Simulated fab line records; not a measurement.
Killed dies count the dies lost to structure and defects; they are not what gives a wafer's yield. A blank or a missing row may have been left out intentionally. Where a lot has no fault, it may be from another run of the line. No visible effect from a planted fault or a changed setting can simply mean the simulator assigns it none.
Which of the tools did it? | flow n5 finfet | 23 wafers sampled from 8 lots at 1 step of a route of 1938

WHAT THE GAUGES SHOWED, per wafer
N5_BEOL_M4_RC_MEAS_101.
lot  | measured     | on        | DIBL_N (mV/V)  | DIBL_P (mV/V)  | IOFF_N (nA/um)    | IOFF_P (nA/um) | ION_N (uA/um) | ION_P (uA/um) | SS_N (mV/dec)  | SS_P (mV/dec)  | VT_N (mV)   | VT_P (mV)
L542 | day 10 04:10 | prober-02 | 35.8 37.9 38.2 | 35.5 37.8 37.7 | 0.150 0.186 0.192 | 0.20 0.24 0.24 | 677 688 688   | 467 472 466   | 71.9 72.2 71.8 | 73.4 73.6 73.8 | 249 245 245 | -253 -248 -248
L543 | day 10 18:43 | prober-02 | 36.3 36.4 37.7 | 36.7 37.4 38.8 | 0.166 0.165 0.180 | 0.23 0.25 0.26 | 679 678 672   | 463 471 458   | 72.5 72.9 72.1 | 72.7 73.8 73.5 | 248 249 248 | -246 -243 -247
L544 | day 10 20:14 | prober-01 | 38.9 38.3 37.0 | 40.7 39.9 38.5 | 0.232 0.210 0.171 | 0.32 0.31 0.26 | 697 696 671   | 482 487 474   | 72.8 71.8 72.0 | 74.6 74.6 73.7 | 244 245 252 | -243 -243 -245
L545 | day 10 22:04 | prober-02 | 35.3 35.9 36.4 | 34.1 35.1 35.6 | 0.138 0.154 0.165 | 0.19 0.20 0.21 | 681 678 694   | 470 472 474   | 70.5 70.8 72.1 | 73.3 72.9 73.4 | 251 250 247 | -252 -251 -250
L546 | day 10 22:27 | prober-01 | 35.6 36.5      | 34.9 37.6      | 0.155 0.178       | 0.22 0.27      | 652 689       | 457 474       | 71.7 71.2      | 72.7 74.2      | 250 247     | -248 -246
L549 | day 12 03:53 | prober-02 | 34.5 35.9 35.9 | 34.8 37.2 36.8 | 0.138 0.166 0.171 | 0.19 0.25 0.23 | 657 673 682   | 455 467 470   | 71.2 71.7 71.7 | 72.6 73.0 73.5 | 252 249 246 | -250 -246 -249
L556 | day 13 14:01 | prober-01 | 37.1 37.2 38.8 | 39.3 38.6 40.2 | 0.192 0.181 0.234 | 0.30 0.27 0.31 | 682 677 687   | 472 469 468   | 70.9 72.6 72.1 | 74.7 73.8 74.1 | 245 247 244 | -242 -246 -242
L555 | day 13 15:26 | prober-02 | 34.6 35.0 37.1 | 33.6 35.3 37.7 | 0.128 0.139 0.180 | 0.19 0.21 0.25 | 664 657 682   | 462 458 465   | 70.7 71.5 71.9 | 72.0 72.9 74.1 | 253 253 247 | -247 -251 -247

WHICH TOOL RAN EACH LOT (tool, then ch and the chambers of the sampled wafers, then the start)
Record: no process step prior to these readings.

AS READ BY THE TOOLS THEMSELVES (means over the sampled wafers that have a number; for cases with no such wafer, the mark the record gives instead)
The record holds no such reading with a usual standard deviation.

THE ANSWER, worked out from the rows above alone
Rule: the lots themselves supply what counts as usual. The widest of any qualifying gaps counts: lots, ordered by their means at a reading, are off when they make up no more than a third of the lots, leave a main group of 4 or more, and stand apart from it by 3 or more times the standard deviation of that group's means. If all means in a main group match to the digits the tables above print for the reading, that group is not used. Also off: a lot with no number at a reading for which 4 or more lots have one. All remaining lots with rows at the step are treated as sound. After the gauges, taken in route order, come the tools' own readings; for these a lot's mean is taken, as printed above. At the first step where some lot is off, the reading lying furthest off is the one used; lots without a number count as furthest.
No lot is off at any reading shown: from this, nothing can be told.

WHAT THE SIMULATOR HAD PUT IN
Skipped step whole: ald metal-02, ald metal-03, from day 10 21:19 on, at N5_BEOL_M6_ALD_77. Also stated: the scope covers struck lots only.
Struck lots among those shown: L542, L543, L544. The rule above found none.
